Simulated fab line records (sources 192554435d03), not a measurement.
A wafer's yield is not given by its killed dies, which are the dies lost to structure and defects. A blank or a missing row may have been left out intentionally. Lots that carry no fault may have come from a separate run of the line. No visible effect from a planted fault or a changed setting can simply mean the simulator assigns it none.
Code-filled problem report in 8D (eight disciplines) form	flow n5_finfet	the parts of the form that need people (team, actions taken, sign-off) are left out

1. WHAT IS WRONG
Wafers without a fault read 341.8 W, standard deviation 1.6; rf_fwd_power_W at N5_BEOL_M11_VIA_ETCH_34 reads a mean of 424.3 W on 6 wafers belonging to 2 lots. That puts it +52 standard deviations away from the usual mean.
The step: etches SiCOH lowk in C4F6/O2, target depth 184.5 nm, time 69.2 s.
Seen first at day 12 10:17 on rie_diel-05, wafer L198.1. The record holds 33 wafers of 11 lots with a number at this step. Rule for "out" (also "out of limits"): further than 4 standard deviations from the usual mean. Any other wafer with a number is counted as sound.

2. WHAT IT IS AND WHAT IT IS NOT
question	is	is not
which readings at this step	rf_fwd_power_W, rf_vpp_V	drypump_motor_current_A, oes_product_au, showerhead_plenum_p_Torr, throttle_valve_pct
which lots	L198, L200	L192, L193, L194, L201, L210, L211, L212, L213, L214
which wafers of those lots	all that have a number	-
read on which tools	rie_diel-05	rie_diel-02, rie_diel-04
when	from day 12 10:17	up to then (9 sound wafers); but 18 sound wafers of L201, L210, L211, L212, L213, L214 came after

3. WHAT RULES OUT EACH SUSPECT
Counting: a tool stays on the suspect list if, at a process step up to the reading, it processed all lots that are out and no sound lot following the first of them.
- rie_diel-05 at N5_BEOL_M11_VIA_ETCH_34 (etches SiCOH lowk in C4F6/O2, target depth 184.5 nm, time 69.2 s): ruled out as a lasting fault. Sound lots L214 ran on it after its first lot that is out, L198 (day 12 10:17).
Left after counting: nothing in the record.

4. THE CAUSE (what the simulator had put in)
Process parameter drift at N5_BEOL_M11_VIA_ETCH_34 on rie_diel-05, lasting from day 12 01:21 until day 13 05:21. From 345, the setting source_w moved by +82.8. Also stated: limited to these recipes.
Counting ruled it out, wrongly.

5. THE CHAIN OF EFFECTS, in route order
Each row: a reading where the mean over the struck wafers with a number is more than 3 standard deviations away from the usual. Readings are gone through only where the record gives a usual standard deviation; hours: the median, over the lots, of the time from a lot's start at the first step in this table giving one to that lot's start at this step; sigmas: the change measured in usual standard deviations.
hours	step	reading	usual	on struck wafers	change	sigmas
0	N5_BEOL_M11_VIA_ETCH_34	rf_fwd_power_W	341.8 W	424.3	+82.5	+52
0	N5_BEOL_M11_VIA_ETCH_34	rf_vpp_V	658 V	592	-66	-7.2
Its process steps:
- N5_BEOL_M11_VIA_ETCH_34: etches SiCOH lowk in C4F6/O2, target depth 184.5 nm, time 69.2 s.

6. WHAT WOULD HAVE CAUGHT IT SOONER
In this record no reading fell out of limits until day 12 10:17, 9 hours after the fault had begun at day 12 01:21.
